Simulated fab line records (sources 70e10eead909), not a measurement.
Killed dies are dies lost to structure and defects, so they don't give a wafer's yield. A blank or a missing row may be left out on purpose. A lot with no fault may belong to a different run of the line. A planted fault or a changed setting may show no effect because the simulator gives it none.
Which tool is to blame? -- flow nand_harc -- 6 lots with 18 wafers sampled at 4 steps, on a route of 1159 steps

== WHAT THE GAUGES READ, wafer by wafer ==
NHARC_END_SORT_01.
lot,measured,on,sort_bin_4_pct (%)
L909,day 22 02:53,prober-02,1.5 3.1 2.2
L918,day 24 18:59,prober-01,1.9 1.6 2.7

== WHAT TOOL EACH LOT RAN ON (gives the tool, then ch and the chambers of the sampled wafers, and finally the start) ==
lot,NHARC_THIN_TSV_ETCHBACK_48,NHARC_THIN_TSV_PVD_19,NHARC_THIN_TSV_PVD_51
L897,"rie_diel-13 ch 0,2,3, day 19 08:09","pvd_sputter-03, no start","pvd_sputter-03, no start"
L901,"rie_diel-06 ch 0,2,3, day 20 02:26","pvd_sputter-01, no start","pvd_sputter-01, no start"
L904,"rie_diel-06 ch 0,2,3, day 20 14:19","pvd_sputter-03, no start","pvd_sputter-03, no start"
L909,"rie_diel-06 ch 0,1, day 21 12:59","pvd_sputter-01, day 22 02:53 or earlier","pvd_sputter-01, day 22 02:53 or earlier"
L912,"rie_diel-06 ch 1,3, day 23 07:56","pvd_sputter-02, no start","pvd_sputter-02, no start"
L918,"rie_diel-13 ch 1,2, day 24 06:34","pvd_sputter-02, day 24 18:59 or earlier","pvd_sputter-02, day 24 18:59 or earlier"
- NHARC_THIN_TSV_ETCHBACK_48: etches the open film in C4F8/Ar, target depth 1028.5 nm, time 405.17 s.
- NHARC_THIN_TSV_PVD_19: deposits TaN, target thk 20 nm.
- NHARC_THIN_TSV_PVD_51: deposits Cu, target thk 100 nm.

== THE ANSWER, worked out from the rows above alone ==
Rule: the lots themselves supply what counts as usual. The widest of any qualifying gaps counts: lots, ordered by their means at a reading, are off when they make up no more than a third of the lots, leave a main group of 4 or more, and stand apart from it by 3 or more times the standard deviation of that group's means. A main group whose means are all the same, to the digits that the tables above print for the reading, isn't used. A lot without any number at a reading at which 4 lots or more have one is off too. Any other lot the step has rows for is counted as sound.
None of the lots is off at any reading shown; this tells nothing.

== WHAT HAD BEEN PUT IN BY THE SIMULATOR ==
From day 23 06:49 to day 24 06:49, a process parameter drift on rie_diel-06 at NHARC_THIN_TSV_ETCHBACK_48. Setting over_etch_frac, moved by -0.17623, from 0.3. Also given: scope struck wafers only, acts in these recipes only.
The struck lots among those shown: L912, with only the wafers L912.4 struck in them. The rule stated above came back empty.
